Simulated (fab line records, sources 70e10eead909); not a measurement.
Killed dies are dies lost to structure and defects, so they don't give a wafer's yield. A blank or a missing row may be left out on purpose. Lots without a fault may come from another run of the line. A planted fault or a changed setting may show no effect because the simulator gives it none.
A struck lot beside a sound one | flow nand_harc | 14 steps out of a route of 1159
Sound: wafers L973.1, L973.2, L973.6. Struck: wafers L986.3, L986.6. (L986.1 of the same lot was not struck and is left out.) The cause comes at the end.
At each step with rows: each side's tool, then ch and its chambers, then its first start. Under that, the readings that differ: sound wafers | struck wafers | difference of the means | sigmas: that difference in standard deviations of wafers without a fault.
alike: readings whose means differ by less than 2 such deviations, and words and numbers that are the same on both sides. not compared: withheld readings, readings that some wafer has no value for, bounds like >300 that may hide the same value, and numbers for which the record gives no deviation and whose values overlap.
The two part at a step that has a row with sigmas, a row that says differs or no value, or rows on one side only. Numbers that don't overlap but have no deviation are shown without sigmas and don't part them. A reading that every wafer of one side lacks parts them only if that side has two wafers or more.

first, 1 step without rows for these wafers: NHARC_A_ONON_D1_DEP_06 (target thk 1000 nm).
NHARC_A_ONON_D1_THK_MEAS_08: measures by ellipsometry.
  sound on film_metro-02, day 7 18:07; struck on film_metro-02, day 10 21:10
  alike: thk_nm
then, 1 step without rows for these wafers: NHARC_A_ONON_D1_DEP_09 (target thk 1000 nm).
NHARC_A_ONON_D1_THK_MEAS_11: measures by ellipsometry.
  sound on film_metro-01, day 7 18:40; struck on film_metro-02, day 10 21:44
  alike: thk_nm
then, 1 step without rows for these wafers: NHARC_A_ONON_D1_DEP_12 (target thk 1000 nm).
NHARC_A_ONON_D1_THK_MEAS_14: measures by ellipsometry.
  sound on film_metro-02, day 7 19:14; struck on film_metro-02, day 10 22:23
  alike: thk_nm
then, 2 steps without rows for these wafers: NHARC_A_ONON_D1_ANNEAL_15 (time 3600 s); NHARC_A_ONON_D1_DEP_16 (target thk 1000 nm).
NHARC_A_ONON_D1_THK_MEAS_18: measures by ellipsometry.
  sound on film_metro-02, day 8 02:20; struck on film_metro-02, day 11 08:57
  reading     | sound          | struck  | difference | sigmas
  thk_nm (nm) | 1008 1006 1005 | 985 987 | -20        | -2
then, 1 step without rows for these wafers: NHARC_A_ONON_D1_DEP_19 (target thk 1000 nm).
NHARC_A_ONON_D1_THK_MEAS_21: measures by ellipsometry.
  sound on film_metro-02, day 8 02:53; struck on film_metro-01, day 11 09:31
  alike: thk_nm
NHARC_A_ONON_D1_DEP_22: target thk 1000 nm.
  sound on pecvd_onon-02 ch 0, day 8 03:05; struck on pecvd_onon-02 ch 0, day 11 09:34
  alike: n2_flow_sccm
NHARC_A_ONON_D1_THK_MEAS_24: measures by ellipsometry.
  sound on film_metro-02, day 8 03:35; struck on film_metro-02, day 11 10:15
  reading     | sound       | struck    | difference | sigmas
  thk_nm (nm) | 988 989 990 | 1048 1046 | +58        | +6
  not compared: hold
-- the record jumps here: 11 days lie between the struck wafers' starts before and after (it left off in module A_ONON_D1 and takes up again in module END, whose first step shown is number 1159 of the route) --
NHARC_END_SORT_01:
  the record has rows for the struck wafers here (prober-01 ch 0, day 22 03:48) and none for the sound ones

WHERE THEY PART
First at NHARC_A_ONON_D1_THK_MEAS_18; last, within this record, at NHARC_END_SORT_01.

WHY: what the simulator had put in
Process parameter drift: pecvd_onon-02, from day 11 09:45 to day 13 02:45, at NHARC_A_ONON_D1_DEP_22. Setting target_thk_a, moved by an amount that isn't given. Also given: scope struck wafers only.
